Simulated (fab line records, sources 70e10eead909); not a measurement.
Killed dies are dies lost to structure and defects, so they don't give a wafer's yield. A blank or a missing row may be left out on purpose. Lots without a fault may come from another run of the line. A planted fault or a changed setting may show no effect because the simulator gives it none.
A struck lot beside a sound one | flow nand_harc | 14 steps out of a route of 1159
Sound: wafers L721.1, L721.3, L721.5. Struck: wafers L728.3, L728.6. (L728.2 of the same lot was not struck and is left out.) The cause comes at the end.
At each step with rows: each side's tool, then ch and its chambers, then its first start. Under that, the readings that differ: sound wafers | struck wafers | difference of the means | sigmas: that difference in standard deviations of wafers without a fault.
alike: readings whose means differ by less than 2 such deviations, and words and numbers that are the same on both sides. not compared: withheld readings, readings that some wafer has no value for, bounds like >300 that may hide the same value, and numbers for which the record gives no deviation and whose values overlap.
The two part at a step that has a row with sigmas, a row that says differs or no value, or rows on one side only. Numbers that don't overlap but have no deviation are shown without sigmas and don't part them. A reading that every wafer of one side lacks parts them only if that side has two wafers or more.

NHARC_A_ONON_D1_THK_MEAS_30: measures by ellipsometry.
  sound on film_metro-02, day 7 20:19; struck on film_metro-01, day 10 00:47
  alike: thk_nm
NHARC_A_ONON_D1_DEP_33: deposits SiO2, target thk 200 nm.
  sound on pecvd-01 ch 0,1, day 7 21:05; struck on pecvd-02 ch 1,2, day 10 00:53
  alike: heater_power_w, throttle_valve_pct
NHARC_A_ONON_D1_THK_MEAS_34: measures by ellipsometry.
  sound on film_metro-01, day 7 21:34; struck on film_metro-01, day 10 01:15
  alike: thk_nm
NHARC_A_ONON_D1_INSPECT_32:
  sound on defect_inspect-01, day 7 21:38; struck on defect_inspect-02, day 10 01:20
  alike: raw_defect_count
NHARC_A_CHANNEL_HOLE_D1_DEP_00: deposits aC, target thk 3100 nm.
  sound on acl_dep-01 ch 0, day 8 00:44; struck on acl_dep-02 ch 0, day 10 02:10
  alike: throttle_valve_pct
NHARC_A_CHANNEL_HOLE_D1_DEP_01: deposits SiON, target thk 140 nm.
  sound on pecvd-04 ch 0,1,2, day 8 02:43; struck on pecvd-04 ch 0, day 10 03:47
  alike: heater_power_w
then, 5 steps without rows for these wafers: NHARC_A_CHANNEL_HOLE_D1_DEHYDRATE_02 (time 120 s); NHARC_A_CHANNEL_HOLE_D1_HMDS_03 (time 30 s); NHARC_A_CHANNEL_HOLE_D1_COAT_36 (time 75 s); NHARC_A_CHANNEL_HOLE_D1_COAT_37 (time 65 s); NHARC_A_CHANNEL_HOLE_D1_COAT_04 (resist thk 90 nm).
NHARC_A_CHANNEL_HOLE_D1_SOFTBAKE_05: time 55 s.
  sound on litho_track-01 ch 0, day 8 02:00; struck on litho_track-01 ch 0, day 10 04:00
  reading                  | sound                | struck        | difference                    | sigmas
  heater_power_total_W (W) | 188.52 188.49 188.28 | 323.06 323.26 | +134.73                       | +99 or more
  plate_temp_C (C)         | 105.05 104.80 104.97 | - -           | no value on the struck wafers |
  alike: resist_line_temp_C
then, 1 step without rows for these wafers: NHARC_A_CHANNEL_HOLE_D1_EBR_06.
-- the record jumps here: 11 days lie between the struck wafers' starts before and after (it left off in module A_CHANNEL_HOLE_D1 and takes up again in module END, whose first step shown is number 1159 of the route) --
NHARC_END_SORT_01:
  the record has rows for the struck wafers here (prober-02 ch 0, day 21 15:56) and none for the sound ones

WHERE THEY PART
First at NHARC_A_CHANNEL_HOLE_D1_SOFTBAKE_05; last, within this record, at NHARC_END_SORT_01.

WHY: what the simulator had put in
Process parameter drift: litho_track-01, from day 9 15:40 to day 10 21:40, at NHARC_A_CHANNEL_HOLE_D1_SOFTBAKE_05. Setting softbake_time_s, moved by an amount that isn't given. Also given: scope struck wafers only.
